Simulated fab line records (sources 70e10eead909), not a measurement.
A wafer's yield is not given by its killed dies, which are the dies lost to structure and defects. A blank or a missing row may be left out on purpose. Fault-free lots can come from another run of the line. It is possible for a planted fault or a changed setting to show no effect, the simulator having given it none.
Comparing a struck lot with a sound one ; flow nand_harc ; 15 out of 1302 route steps
Sound: the wafers L898.1, L898.2, L898.5. Struck: wafer L908.3. (L908.1 of the same lot was not struck and is left out.) The cause comes at the end.
For every step that has rows: the tool of each side, followed by ch and its chambers, followed by its first start. Under that, the readings that differ: sound wafers ; struck wafers ; difference of the means ; sigmas: that difference in standard deviations of wafers without a fault.
alike: same words and numbers on both sides, and readings whose means sit less than 2 such deviations apart. not compared: any withheld reading, any reading some wafer has no value for, any bound like >300 that may hide the same value, and any number with overlapping values for which the record gives no deviation.
Wherever a step has rows on one side only, a row that says differs or no value, or a row with sigmas, the two part there. Numbers that have no deviation but don't overlap get no sigmas and don't part them. A reading that every wafer of one side lacks parts them only if that side has two wafers or more.

first, 7 steps without rows for these wafers: NHARC_A_CHANNEL_HOLE_D1_COAT_37 (time 65 s); NHARC_A_CHANNEL_HOLE_D1_COAT_04 (resist thk 90 nm); NHARC_A_CHANNEL_HOLE_D1_SOFTBAKE_05 (time 55 s); NHARC_A_CHANNEL_HOLE_D1_EBR_06; NHARC_A_CHANNEL_HOLE_D1_EXPOSE_07 (exposes mask HOLE D1, target cd 100 nm); NHARC_A_CHANNEL_HOLE_D1_PEB_08 (peb time 65 s); NHARC_A_CHANNEL_HOLE_D1_DEVELOP_09 (develop time 35 s).
NHARC_A_CHANNEL_HOLE_D1_CD_MEAS_10: target cd 100 nm.
  sound on cd_sem-01 ch 0, day 12 04:41; struck on cd_sem-01 ch 0, day 15 23:41
  alike: cd_nm
NHARC_A_CHANNEL_HOLE_D1_OVL_MEAS_11:
  sound on overlay-01 at day 12 04:46; struck on overlay-02 at day 15 23:47
  alike: overlay_x_nm, overlay_y_nm
NHARC_A_CHANNEL_HOLE_D1_INSPECT_12:
  sound on defect_inspect-01 at day 12 04:48; struck on defect_inspect-01 at day 15 23:49
  alike: raw_defect_count
NHARC_A_CHANNEL_HOLE_D1_DESCUM_15: chemistry O2, time 3 s.
  sound on rie_diel-10 ch 0,2, day 12 04:53; struck on rie_diel-10 ch 0, day 15 23:53
  alike: drypump_motor_current_A, mfc_ar_sccm, oes_product_au, rf_vpp_V, showerhead_plenum_p_Torr, throttle_valve_pct
  not compared: rf_hours_counter_h
NHARC_A_CHANNEL_HOLE_D1_ETCH_38: etches the open film in CF4, target depth 39 nm, time 65 s.
  sound on rie_diel-10 ch 0,2, day 12 04:58; struck on rie_diel-10 ch 3, day 15 23:58
reading;sound;struck;difference;sigmas
rf_vpp_V (V);153.6 153.4 153.6;149.0;-4.5;-3
showerhead_plenum_p_Torr (Torr);1.84 1.89 1.84;1.71;-0.15;-2
  alike: drypump_motor_current_A, mfc_ar_sccm, oes_product_au, throttle_valve_pct
  not compared: rf_hours_counter_h
NHARC_A_CHANNEL_HOLE_D1_ETCH_39: etches the open film in N2/H2, target depth 260 nm, time 325 s.
  sound on rie_diel-10 ch 0,2,3, day 12 05:06; struck on rie_diel-10 ch 2, day 16 00:04
reading;sound;struck;difference;sigmas
oes_product_au (a.u.);1.007 1.018 1.007;0.846;-0.165;-23
  alike: drypump_motor_current_A, mfc_ar_sccm, rf_vpp_V, showerhead_plenum_p_Torr, throttle_valve_pct
  not compared: rf_hours_counter_h
NHARC_A_CHANNEL_HOLE_D1_ETCH_34: etches the open film in CF4/CHF3, target depth 154 nm, time 77 s.
  sound on rie_diel-10 ch 0,3; struck on rie_diel-10 ch 1
reading;sound;struck;difference;sigmas
mfc_ar_sccm (sccm);0.030 0.019 0.030;0;+0;-2
oes_product_au (a.u.);0.964 0.974 0.966;0.927;-0.041;-2
  alike: drypump_motor_current_A, rf_vpp_V, showerhead_plenum_p_Torr, throttle_valve_pct
  not compared: rf_hours_counter_h
-- the record jumps here: 17 days lie between the struck wafers' starts before and after (it left off in module A_CHANNEL_HOLE_D1 and takes up again in module END, whose first step shown is number 1302 of the route) --
NHARC_END_SORT_01:
  the record has rows for the struck wafers here (prober-01 ch 0, day 32 19:21) and none for the sound ones

== WHERE THEY PART ==
At NHARC_A_CHANNEL_HOLE_D1_ETCH_38 first; at NHARC_END_SORT_01 last (within this record only).

WHY: whatever the simulator had introduced
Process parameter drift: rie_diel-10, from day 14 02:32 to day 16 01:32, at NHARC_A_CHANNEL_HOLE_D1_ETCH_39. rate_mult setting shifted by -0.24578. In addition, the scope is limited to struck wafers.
